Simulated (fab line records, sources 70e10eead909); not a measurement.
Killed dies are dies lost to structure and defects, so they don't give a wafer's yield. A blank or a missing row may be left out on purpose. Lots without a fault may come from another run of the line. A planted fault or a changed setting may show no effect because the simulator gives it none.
Which tool did it? | flow nand_harc | 24 lots, 72 wafers sampled, at 4 steps of a route of 1159

WHAT THE GAUGES READ, wafer by wafer
NHARC_P_BONDPAD_THK_MEAS_20: measures by xrf. Usual: thk_nm 160.4 nm, standard deviation 1.8.
lot  | measured     | on            | thk_nm (nm)       | flag
L074 | day 6 07:20  | film_metro-02 | 163.2 161.7 162.5 |
L075 | day 6 19:31  | film_metro-01 | 162.2 160.4 161.1 |
L076 | day 7 02:21  | film_metro-02 | 156.3 158.5 159.0 |
L077 | day 7 07:54  | film_metro-01 | 163.7 159.5 162.9 |
L078 | day 7 11:41  | film_metro-01 | 159.3 158.7 159.0 |
L079 | day 7 17:39  | film_metro-01 | 160.4 162.2 162.1 |
L080 | day 8 04:10  | film_metro-02 | 160.8 163.1 162.1 |
L082 | day 8 11:16  | film_metro-01 | 158.0 159.2 159.7 |
L081 | day 8 12:06  | film_metro-01 | 164.2 160.8 158.7 |
L083 | day 8 12:41  | film_metro-01 | 160.8 157.2 160.3 |
L085 | day 8 23:45  | film_metro-01 | 158.9 158.5 159.7 |
L084 | day 9 00:05  | film_metro-02 | 164.0 159.3 160.1 |
L087 | day 9 13:31  | film_metro-01 | 160.1 164.5 161.5 |
L086 | day 9 13:50  | film_metro-02 | 161.1 158.0 158.8 |
L088 | day 9 20:19  | film_metro-01 | 162.4 157.9 160.9 |
L090 | day 10 02:38 | film_metro-01 | 163.2 163.2 161.8 |
L089 | day 10 16:35 | film_metro-02 | 162.7 161.1 163.2 |
L092 | day 10 17:52 | film_metro-01 | 157.0 158.6 157.1 |
L091 | day 10 20:10 | film_metro-02 | 159.4 157.7 155.2 |
L093 | day 11 05:19 | film_metro-01 | 160.4 160.1 162.2 |
L094 | day 11 08:07 | film_metro-02 | 161.8 158.4 159.9 |
L095 | day 11 17:32 | film_metro-02 | 161.2 162.1 161.5 |
L096 | day 11 23:34 | film_metro-02 | 158.6 158.9 157.2 |
L097 | day 11 23:53 | film_metro-01 | 159.5 159.8 158.9 |

NHARC_A_ZERO_WELL_CD_MEAS_10: target cd 2000 nm. Usual: cd_nm 2002 nm, standard deviation 3.5.
lot  | measured     | on        | cd_nm (nm)     | flag
L074 | day 6 08:53  | cd_sem-03 | 2007 2005 2001 |
L075 | day 6 21:04  | cd_sem-03 | 2005 2005 2002 |
L076 | day 7 03:55  | cd_sem-01 | 2004 2008 2004 |
L077 | day 7 09:26  | cd_sem-01 | 2000 1997 2000 |
L078 | day 7 13:16  | cd_sem-02 | 2004 2003 2007 |
L079 | day 7 19:10  | cd_sem-01 | 2006 2006 2005 |
L080 | day 8 05:34  | cd_sem-03 | 1998 1999 2002 |
L082 | day 8 12:47  | cd_sem-01 | 2004 2005 2002 |
L081 | day 8 13:38  | cd_sem-03 | 2004 2007 2004 |
L083 | day 8 14:13  | cd_sem-02 | 2007 2002 2001 |
L085 | day 9 01:17  | cd_sem-03 | 1999 2000 1996 |
L084 | day 9 01:36  | cd_sem-03 | 1997 1998 1999 |
L087 | day 9 14:55  | cd_sem-02 | 2003 1996 1999 |
L086 | day 9 15:22  | cd_sem-01 | 1999 1994 2000 |
L088 | day 9 21:44  | cd_sem-01 | 1999 1995 1999 |
L090 | day 10 04:03 | cd_sem-01 | 2001 1999 1998 |
L089 | day 10 18:08 | cd_sem-03 | 1997 2001 1999 |
L092 | day 10 19:17 | cd_sem-03 | 2008 2005 2005 |
L091 | day 10 21:34 | cd_sem-03 | 2004 2003 2008 |
L093 | day 11 06:44 | cd_sem-02 | 2001 1998 1992 |
L094 | day 11 09:32 | cd_sem-02 | 2004 2001 2004 |
L095 | day 11 19:04 | cd_sem-03 | 2002 2004 2002 |
L096 | day 12 01:07 | cd_sem-01 | 2005 2002 2005 |
L097 | day 12 01:24 | cd_sem-01 | 2006 2005 2007 |

WHICH TOOL RAN EACH LOT (tool, then ch and the chambers of the sampled wafers, then the start)
lot  | NHARC_P_BONDPAD_DESCUM_11          | NHARC_P_BONDPAD_ANNEAL_28
L074 | rie_diel-08 ch 1,2,3, day 6 04:56  | rtp_anneal-02 ch 0, day 6 06:43
L075 | rie_diel-04 ch 0,1,3, day 6 17:10  | rtp_anneal-01 ch 0, day 6 18:59
L076 | rie_diel-08 ch 1,2, day 6 23:55    | rtp_anneal-02 ch 0, day 7 01:41
L077 | rie_diel-08 ch 2,3, day 7 05:34    | rtp_anneal-01 ch 0, day 7 07:20
L078 | rie_diel-04 ch 0,1,2, day 7 09:22  | rtp_anneal-01 ch 0, day 7 11:07
L079 | rie_diel-04 ch 1,2, day 7 15:17    | rtp_anneal-02 ch 0, day 7 16:59
L080 | rie_diel-04 ch 0,1,2, day 8 01:19  | rtp_anneal-01 ch 0, day 8 03:29
L082 | rie_diel-04 ch 0,2, day 8 08:47    | rtp_anneal-01 ch 0, day 8 10:41
L081 | rie_diel-04 ch 0,1, day 8 09:44    | rtp_anneal-01 ch 0, day 8 11:25
L083 | rie_diel-08 ch 0,2, day 8 10:20    | rtp_anneal-02 ch 0, day 8 12:04
L085 | rie_diel-04 ch 0,2,3, day 8 21:25  | rtp_anneal-01 ch 0, day 8 23:05
L084 | rie_diel-05 ch 0,2, day 8 21:42    | rtp_anneal-02 ch 0, day 8 23:26
L087 | rie_diel-04 ch 0,1,2, day 9 11:11  | rtp_anneal-01 ch 0, day 9 12:51
L086 | rie_diel-05 ch 0,2, day 9 11:22    | rtp_anneal-01 ch 0, day 9 13:10
L088 | rie_diel-04 ch 1,2,3, day 9 17:54  | rtp_anneal-02 ch 0, day 9 19:40
L090 | rie_diel-04 ch 0,3, day 10 00:18   | rtp_anneal-02 ch 0, day 10 02:02
L089 | rie_diel-04 ch 1,3, day 10 14:13   | rtp_anneal-02 ch 0, day 10 15:56
L092 | rie_diel-04 ch 0,1, day 10 15:32   | rtp_anneal-02 ch 0, day 10 17:19
L091 | rie_diel-04 ch 0,2,3, day 10 17:46 | rtp_anneal-01 ch 0, day 10 19:32
L093 | rie_diel-08 ch 0,1,2, day 11 02:46 | rtp_anneal-01 ch 0, day 11 04:42
L094 | rie_diel-04 ch 1,2,3, day 11 05:46 | rtp_anneal-02 ch 0, day 11 07:30
L095 | rie_diel-04 ch 2,3, day 11 15:10   | rtp_anneal-01 ch 0, day 11 16:52
L096 | rie_diel-05 ch 0,1,3, day 11 21:09 | rtp_anneal-01 ch 0, day 11 23:00
L097 | rie_diel-04 ch 0,1, day 11 21:19   | rtp_anneal-01 ch 0, day 11 23:13
- NHARC_P_BONDPAD_DESCUM_11: chemistry O2, time 3 s.
- NHARC_P_BONDPAD_ANNEAL_28: time 90 s.

WHAT THE TOOLS THEMSELVES READ (means of the sampled wafers that have a number; where no wafer has one, the mark that the record gives instead)
NHARC_P_BONDPAD_DESCUM_11. Usual: drypump_motor_current_A 5.7 A, standard deviation 0.36; oes_product_au 0.997 a.u., standard deviation 0.014; rf_vpp_V 57.8 V, standard deviation 0.73; showerhead_plenum_p_Torr 1.93 Torr, standard deviation 0.08; throttle_valve_pct 11.312 %, standard deviation 0.0088.
lot  | tool        | drypump_motor_current_A (A) | oes_product_au (a.u.) | rf_vpp_V (V) | showerhead_plenum_p_Torr (Torr) | throttle_valve_pct (%) | flag
L074 | rie_diel-08 | 5.4                         | 0.994                 | 58.0         | 1.81                            | 11.312                 |
L075 | rie_diel-04 | 5.9                         | 0.998                 | 58.5         | 1.99                            | 11.319                 |
L076 | rie_diel-08 | 5.7                         | 1.008                 | 57.4         | 1.82                            | 11.320                 |
L077 | rie_diel-08 | 5.2                         | 0.992                 | 58.5         | 1.80                            | 11.302                 |
L078 | rie_diel-04 | 5.8                         | 0.992                 | 58.2         | 1.99                            | 11.311                 |
L079 | rie_diel-04 | 5.5                         | 0.990                 | 58.2         | 1.95                            | 11.297                 |
L080 | rie_diel-04 | 5.8                         | 0.994                 | 56.5         | 1.99                            | 11.310                 |
L082 | rie_diel-04 | 5.7                         | 1.003                 | 57.8         | 1.99                            | 11.307                 |
L081 | rie_diel-04 | 5.8                         | 0.995                 | 57.5         | 1.99                            | 11.312                 |
L083 | rie_diel-08 | 5.1                         | 0.988                 | 57.8         | 1.83                            | 11.314                 |
L085 | rie_diel-04 | 5.8                         | 1.009                 | 58.7         | 1.99                            | 11.316                 |
L084 | rie_diel-05 | 5.9                         | 1.000                 | 57.9         | 1.87                            | 11.316                 |
L087 | rie_diel-04 | 5.8                         | 1.002                 | 57.9         | 1.99                            | 11.308                 |
L086 | rie_diel-05 | 5.9                         | 1.008                 | 57.8         | 1.86                            | 11.314                 |
L088 | rie_diel-04 | 5.6                         | 0.982                 | 58.0         | 1.95                            | 11.302                 |
L090 | rie_diel-04 | 5.9                         | 0.992                 | 57.1         | 1.99                            | 11.306                 |
L089 | rie_diel-04 | 5.8                         | 0.983                 | 58.3         | 1.95                            | 11.310                 |
L092 | rie_diel-04 | 6.0                         | 0.990                 | 57.3         | 2.02                            | 11.313                 |
L091 | rie_diel-04 | 5.8                         | 0.996                 | 57.8         | 1.99                            | 11.312                 |
L093 | rie_diel-08 | 5.5                         | 1.004                 | 57.3         | 1.82                            | 11.305                 |
L094 | rie_diel-04 | 5.6                         | 0.987                 | 58.3         | 1.95                            | 11.318                 |
L095 | rie_diel-04 | 5.5                         | 1.007                 | 58.2         | 1.95                            | 11.312                 |
L096 | rie_diel-05 | 5.9                         | 1.002                 | 57.4         | 1.90                            | 11.315                 |
L097 | rie_diel-04 | 5.8                         | 0.988                 | 58.5         | 1.98                            | 11.312                 |

NHARC_P_BONDPAD_ANNEAL_28. Usual: wafer_temp_C_max 226.0, standard deviation 0.39.
lot  | tool          | wafer_temp_C_max | flag
L074 | rtp_anneal-02 | 225.5            |
L075 | rtp_anneal-01 | 226.5            |
L076 | rtp_anneal-02 | 225.5            |
L077 | rtp_anneal-01 | 226.1            |
L078 | rtp_anneal-01 | 226.5            |
L079 | rtp_anneal-02 | 225.7            |
L080 | rtp_anneal-01 | 226.3            |
L082 | rtp_anneal-01 | 226.1            |
L081 | rtp_anneal-01 | 226.3            |
L083 | rtp_anneal-02 | 225.8            |
L085 | rtp_anneal-01 | 226.4            |
L084 | rtp_anneal-02 | 225.6            |
L087 | rtp_anneal-01 | 226.2            |
L086 | rtp_anneal-01 | 226.5            |
L088 | rtp_anneal-02 | 225.5            |
L090 | rtp_anneal-02 | 225.8            |
L089 | rtp_anneal-02 | 225.7            |
L092 | rtp_anneal-02 | 225.8            |
L091 | rtp_anneal-01 | 226.1            |
L093 | rtp_anneal-01 | 226.1            |
L094 | rtp_anneal-02 | 225.7            |
L095 | rtp_anneal-01 | 226.4            |
L096 | rtp_anneal-01 | 226.2            |
L097 | rtp_anneal-01 | 226.3            |

THE ANSWER, worked out from the rows above alone
Rule: a lot is off if the mean of its wafers that have a number lies more than 3 standard deviations from the usual mean. A lot without any number at a reading at which 4 lots or more have one is off too. The other lots that the step has rows for count as sound. The gauges are gone through in route order, then the tools' own readings, and for those a lot's mean is taken as printed above. The first step at which some lot is off is used, and at that step the reading that is off furthest; a lot without a number counts as furthest.
No lot is off at any reading shown: from this, nothing can be told.

WHAT THE SIMULATOR HAD PUT IN
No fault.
